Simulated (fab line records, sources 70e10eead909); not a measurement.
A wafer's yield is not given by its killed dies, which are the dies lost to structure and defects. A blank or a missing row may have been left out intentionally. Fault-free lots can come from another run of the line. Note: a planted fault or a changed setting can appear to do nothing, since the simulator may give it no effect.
Chamber matching + flow nandHarc + 4 sister chambers for NHARC_A_STAIRCASE_ETCH_292 on rieDiel-04
The step etches the open film in CF4/CHF3. 22 wafers are shown with their chamber, then 11 later ones without.

== WAFERS, EACH WITH ITS CHAMBER ==
| wafer  | chamber | drypumpMotorCurrentA (A) | showerheadPlenumPTorr (Torr) | rfVppV (V) |
|--------|---------|--------------------------|------------------------------|------------|
| L077.2 | 2       | 5.6                      | 1.60                         | 371.7      |
| L077.4 | 1       | 4.7                      | 1.58                         | 369.3      |
| L077.6 | 3       | 5.6                      | 1.49                         | 369.4      |
| L079.1 | 0       | 6.7                      | 1.60                         | 372.2      |
| L079.3 | 2       | 5.6                      | 1.60                         | 372.1      |
| L079.6 | 2       | 5.6                      | 1.60                         | 371.8      |
| L080.1 | 1       | 4.6                      | 1.57                         | 371.2      |
| L080.5 | 2       | 5.6                      | 1.60                         | 370.9      |
| L080.6 | 1       | 4.7                      | 1.57                         | 371.5      |
| L084.1 | 2       | 5.6                      | 1.60                         | 371.4      |
| L084.2 | 3       | 5.6                      | 1.48                         | 369.6      |
| L084.6 | 0       | 6.7                      | 1.60                         | 371.9      |
| L083.2 | 3       | 5.6                      | 1.48                         | 366.5      |
| L083.3 | 1       | 4.7                      | 1.57                         | 369.1      |
| L083.4 | 2       | 5.6                      | 1.60                         | 372.1      |
| L087.2 | 2       | 5.6                      | 1.59                         | 370.8      |
| L087.3 | 0       | 6.7                      | 1.60                         | 370.7      |
| L087.4 | 3       | 5.6                      | 1.48                         | 367.2      |
| L091.1 | 1       | 4.7                      | 1.57                         | 371.6      |
| L091.3 | 2       | 5.6                      | 1.59                         | 371.2      |
| L091.5 | 2       | 5.6                      | 1.59                         | 371.1      |
| L090.1 | 2       | 5.6                      | 1.59                         | 370.9      |

SIGNATURES, as means of the wafers listed above
| reading               | chamber 0 | chamber 1 | chamber 2 | chamber 3 | scatter within a chamber |
|-----------------------|-----------|-----------|-----------|-----------|--------------------------|
| drypumpMotorCurrentA  | 6.700     | 4.680     | 5.600     | 5.600     | 0.0211                   |
| showerheadPlenumPTorr | 1.6000    | 1.5720    | 1.5960    | 1.4825    | 0.00468                  |
| rfVppV                | 371.600   | 370.540   | 371.400   | 368.175   | 0.968                    |
Rule: for a wafer and a chamber, the distance is found by dividing, reading by reading, the gap between the wafer's reading and the chamber's mean by the reading's scatter, squaring, summing and taking the root. If the next closest chamber is less than 2 further off than the closest, the wafer can't be placed; otherwise it belongs to the closest. The scatter: the root of (the sum of the squares of (reading less its chamber's mean) over the shown wafers, divided by (wafers less chambers)).

== WAFERS MISSING THEIR CHAMBER ==
| wafer  | drypumpMotorCurrentA (A) | showerheadPlenumPTorr (Torr) | rfVppV (V) |
|--------|--------------------------|------------------------------|------------|
| L090.2 | 5.6                      | 1.48                         | 368.2      |
| L090.4 | 4.7                      | 1.57                         | 371.6      |
| L094.1 | 6.7                      | 1.59                         | 373.6      |
| L094.3 | 4.6                      | 1.56                         | 370.0      |
| L094.5 | 4.6                      | 1.56                         | 369.3      |
| L093.2 | 4.7                      | 1.56                         | 370.5      |
| L093.3 | 6.7                      | 1.59                         | 371.0      |
| L093.5 | 4.7                      | 1.56                         | 370.2      |
| L097.2 | 4.7                      | 1.56                         | 371.5      |
| L097.4 | 5.6                      | 1.47                         | 367.7      |
| L097.5 | 5.6                      | 1.59                         | 371.3      |

== THE CHAMBER EACH PASSED THROUGH ==
| wafer  | from the rows above | in truth |
|--------|---------------------|----------|
| L090.2 | 3                   | 3        |
| L090.4 | 1                   | 1        |
| L094.1 | 0                   | 0        |
| L094.3 | 1                   | 1        |
| L094.5 | 1                   | 1        |
| L093.2 | 1                   | 1        |
| L093.3 | 0                   | 0        |
| L093.5 | 1                   | 1        |
| L097.2 | 1                   | 1        |
| L097.4 | 3                   | 3        |
| L097.5 | 2                   | 2        |
Placed correctly: 11 of 11. From these rows, 0 cannot be placed. 0 placed wrongly.
